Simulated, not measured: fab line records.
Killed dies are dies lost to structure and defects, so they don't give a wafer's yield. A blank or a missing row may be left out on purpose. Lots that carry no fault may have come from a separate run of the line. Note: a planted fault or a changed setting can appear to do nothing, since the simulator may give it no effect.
A single fault, viewed from 2 desks -- flow n5 finfet -- what lay behind the numbers comes last; until then each desk has only its own
Where a reading is given only as a bound, like >300, the bound stands for it, and a mean or a difference that rests on one is marked > or <: the true number lies beyond.

## METROLOGY DESK
Means of the sampled wafers that have a number, per lot and without regard to the tool the lot ran on: this is what the gauges read. Any lot whose mean is over 4 standard deviations away from the usual mean is out of limits and marked OUT; that distance is given in the brackets. Only the readings that lie furthest out on some lot appear, 7 of the 11 it has.
Columns: A = HK_THK at N5_HKMG_FIN_THK_MEAS_70, usual 1.603 nm; B = DIBL_P at N5_BEOL_M4_RC_MEAS_101, usual 36.2 mV/V; C = IOFF_N at N5_BEOL_M4_RC_MEAS_101, usual 0.154 nA/um; D = IOFF_P at N5_BEOL_M4_RC_MEAS_101, usual 0.21 nA/um; E = SS_N at N5_BEOL_M4_RC_MEAS_101, usual 71.4 mV/dec; F = VT_N at N5_BEOL_M4_RC_MEAS_101, usual 250.2 mV; G = VT_P at N5_BEOL_M4_RC_MEAS_101, usual -251 mV
lot,first seen here,A,B,C,D,E,F,G
L751,day 5 01:09,1.590,37.4,0.164,0.21,71.7,249.7,-248
L757,day 6 12:39,1.607,36.3,0.161,0.19,71.6,249.3,-253
L761,day 7 19:00,1.592,36.2,0.152,0.20,71.1,248.0,-249
L762,day 8 02:49,1.617,35.4,0.145,0.23,70.9,248.8,-247
L765,day 8 16:16,1.614,37.4,0.191,0.24,71.9,248.1,-248
L766,day 9 00:52,1.589,33.5,0.128,0.19,70.7,255.1,-252
L768,day 9 11:01,1.593,37.1,0.173,0.26,71.2,247.3,-243
L769,day 9 16:05,1.628,35.9,0.165,0.24,71.4,249.6,-246
L770,day 9 20:29,1.609,37.1,0.162,0.22,71.7,251.0,-251
Result from this desk: across the 9 lots, nothing is out of limits.

## THE DEFECT DESK
What the inspections along the route counted, lot by lot: means of the sampled wafers that have a number. Any lot whose mean is over 4 standard deviations away from the usual mean is out of limits and marked OUT; that distance is given in the brackets.
Columns: A = raw defect count at N5_HKMG_FIN_INSPECT_14, usual 1.9
lot,first seen here,A
L751,day 5 02:05,1.3
L757,day 6 13:35,>101 (>+76) OUT
L761,day 7 19:56,1.7
L762,day 8 03:44,2.3
L765,day 8 17:11,2.7
L766,day 9 01:47,1.0
L768,day 9 11:57,1.3
L769,day 9 17:01,2.0
L770,day 9 22:10,1.7
Finding of this desk: L757 out of limits; the first was L757 at day 6 13:35, on raw defect count at N5_HKMG_FIN_INSPECT_14. L751, L761, L762, L765, L766, L768, L769, L770 stayed within limits.

## TAKEN TOGETHER
The defect desk could have raised an alarm at day 6 13:35, on L757.
The metrology desk saw nothing out of limits.
The metrology desk holds a record of L757, inside its limits.
All the named lots went through N5_HKMG_FIN_WET_ETCH_77 on wet bench-01.

## WHAT THE SIMULATOR PUT IN
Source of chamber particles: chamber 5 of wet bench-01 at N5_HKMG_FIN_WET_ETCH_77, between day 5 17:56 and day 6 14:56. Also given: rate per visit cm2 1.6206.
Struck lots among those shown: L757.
Hours from the fault's start to each desk's first reading out of limits: the defect desk, 20.
